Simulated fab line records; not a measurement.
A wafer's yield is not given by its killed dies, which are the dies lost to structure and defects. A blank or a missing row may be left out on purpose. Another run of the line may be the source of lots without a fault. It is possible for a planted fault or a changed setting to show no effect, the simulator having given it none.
Chamber matching	flow n5_finfet	N5_BEOL_M1_ETCH_63 on rie_diel-02: 4 sister chambers
The step etches SiARC in CF4, target depth 15.6 nm, time 26 s. 8 wafers are shown with their chamber, then 8 later ones without.

WAFERS, EACH WITH ITS CHAMBER
wafer	chamber	drypump_motor_current_A (A)	etch_rf_on_time_s (s)
L078.1	3	5.5	25.1
L080.2	0	5.1	25.8
L081.3	0	5.1	26.3
L081.4	1	5.8	25.7
L083.1	1	5.8	25.6
L083.5	3	5.6	25.6
L083.6	2	6.4	26.5
L085.3	2	6.5	26.9

WAFERS WITH NO CHAMBER GIVEN
wafer	drypump_motor_current_A (A)	etch_rf_on_time_s (s)
L085.4	5.1	26.2
L085.5	5.6	26.0
L088.3	5.0	25.5
L088.4	5.6	25.4
L088.5	5.8	25.9
L091.3	5.1	25.7
L091.4	5.6	25.6
L091.5	6.4	26.3

WHICH CHAMBER EACH ONE RAN IN
wafer	from the rows above	in truth
L085.4	0	0
L085.5	can't be placed: 3 or 1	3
L088.3	0	0
L088.4	3	3
L088.5	1	1
L091.3	0	0
L091.4	3	3
L091.5	2	2
7 of 8 placed correctly. Can't be placed from these rows: 1 (the true chamber is among the candidates in 1). Wrongly placed: 0.
How it was worked out, from the rows above alone: a wafer's distance from a chamber is the root of the sum, over the readings, of the square of ((its reading less the chamber's mean) divided by the reading's scatter). The wafer belongs to the nearest chamber; if the next one is less than 2 further off, it can't be placed. Each chamber's mean is taken over the wafers shown for it. How the scatter is found: for the shown wafers, subtract from each reading the mean of its chamber, square and add these, divide the total by (wafers less chambers), then take the root.
